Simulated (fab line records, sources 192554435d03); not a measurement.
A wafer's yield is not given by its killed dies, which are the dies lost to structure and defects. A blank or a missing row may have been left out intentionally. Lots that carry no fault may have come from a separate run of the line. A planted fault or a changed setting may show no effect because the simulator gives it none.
A struck lot beside a sound one ; flow n5_finfet ; 19 steps out of a route of 1938
Sound: wafers L493.2, L493.4, L493.6. The struck wafers were L507.1, L507.2, L507.3. At the end, the cause is stated.
Per side, at each step with rows, come the tool, then ch with its chambers, and then its first start. Under that, the readings that differ: sound wafers ; struck wafers ; difference of the means ; sigmas: that difference in standard deviations of wafers without a fault.
alike: readings with means less than 2 such deviations apart, plus words and numbers identical on both sides. not compared: withheld readings, readings lacking a value on some wafer, bounds such as >300 that could conceal the same value, and numbers that have no deviation in the record and whose values overlap.
A row with sigmas, a row that says differs or no value, or rows on one side alone: a step with any of these is where the two part. When numbers do not overlap yet have no deviation, they are printed without sigmas and do not part them. Lack of a reading on every wafer of one side parts them only where that side has two or more wafers.

N5_PASSIVATION_STRIP_14: strips in O2.
  sound on rie_diel-04 ch 0,2, day 12 15:02; struck on rie_diel-06 ch 1,2,3, day 16 11:22
  alike: drypump_motor_current_A, oes_product_au, rf_vpp_V, showerhead_plenum_p_Torr, throttle_valve_pct
  not compared: rf_hours_counter_h
N5_PASSIVATION_ETCH_15: etches SiCN in CF4/N2, target depth 75 nm, time 81.2 s.
  sound on rie_diel-04 ch 0,2; struck on rie_diel-06 ch 1,2,3
  alike: drypump_motor_current_A, oes_product_au, rf_vpp_V, showerhead_plenum_p_Torr, throttle_valve_pct
  not compared: rf_hours_counter_h
then, 2 steps without rows for these wafers: N5_PASSIVATION_STRIP_73 (strips in post etch residue remover, time 60 s); N5_PASSIVATION_SRD_17 (time 30 s, dry time 30 s).
N5_PASSIVATION_DEGAS_18: time 60 s.
  sound on pvd_sputter-03, day 12 15:15; struck on pvd_sputter-01, day 16 11:50
  alike: heater_power_w
N5_PASSIVATION_PRE_CLEAN_19:
  sound on pvd_sputter-03, day 12 15:17; struck on pvd_sputter-01, day 16 11:52
  alike: heater_power_w
N5_PASSIVATION_SPUTTER_20: material TaN, target thk 50 nm.
  sound on pvd_sputter-03, day 12 15:20; struck on pvd_sputter-01, day 16 11:55
  alike: throttle_valve_pct
then, 5 steps without rows for these wafers: N5_PASSIVATION_AL_DEP_21 (deposits Al, target thk 2800 nm, time 170 s); N5_PASSIVATION_HMDS_23 (time 60 s); N5_PASSIVATION_COAT_24; N5_PASSIVATION_EBR_26; N5_PASSIVATION_SOFTBAKE_25 (time 90 s).
N5_PASSIVATION_EXPOSE_27: exposes mask PAD, defocus 0 nm.
  sound on krf_scanner-02 ch 0, day 12 15:52; struck on krf_scanner-01 ch 0, day 16 12:19
reading;sound;struck;difference;sigmas
exposure_dose_mJ_cm2;32.28 32.27 32.25;30.49 30.45 30.43;-1.81;-55
  alike: mask, reticle_temp_C, stage_vel_mm_s
then, 3 steps without rows for these wafers: N5_PASSIVATION_PEB_28; N5_PASSIVATION_DEVELOP_29 (develop time 60 s); N5_PASSIVATION_HARDBAKE_31 (time 120 s).
N5_PASSIVATION_CD_MEAS_30: target cd 4000 nm.
  sound on cd_sem-03 ch 0, day 12 16:02; struck on cd_sem-02 ch 0, day 16 12:30
reading;sound;struck;difference;sigmas
cd_nm (nm);3999.2 4001.3 4001.4;3989.3 3993.0 3989.2;-10.1;-6
N5_PASSIVATION_OVL_MEAS_63:
  sound on overlay-01 ch 0, day 12 16:04; struck on overlay-01 ch 0, day 16 12:32
  alike: PAD_OVL
N5_PASSIVATION_PROBE_49:
  sound on prober-01, day 12 21:28; struck on prober-02, day 16 20:54
  alike: defect_limited_yield, killed_at_M0_to_M3, killed_at_M4_up, killed_at_contacts, killed_at_front_end, killed_at_other, killed_dies, killed_open, killed_short, sort_bin_5_function, sort_bin_6_memory, sort_bin_8_speed, sort_n_pass, sort_yield_pct

== WHERE THEY PART ==
First at N5_PASSIVATION_EXPOSE_27; last, within this record, at N5_PASSIVATION_CD_MEAS_30. Later steps at which nothing parts them and some readings are alike: N5_PASSIVATION_OVL_MEAS_63, N5_PASSIVATION_PROBE_49.

WHY: what the simulator had put in
Process parameter drift: krf_scanner-01, from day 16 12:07 on, at N5_PASSIVATION_EXPOSE_27. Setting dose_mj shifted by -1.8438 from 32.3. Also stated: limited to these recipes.
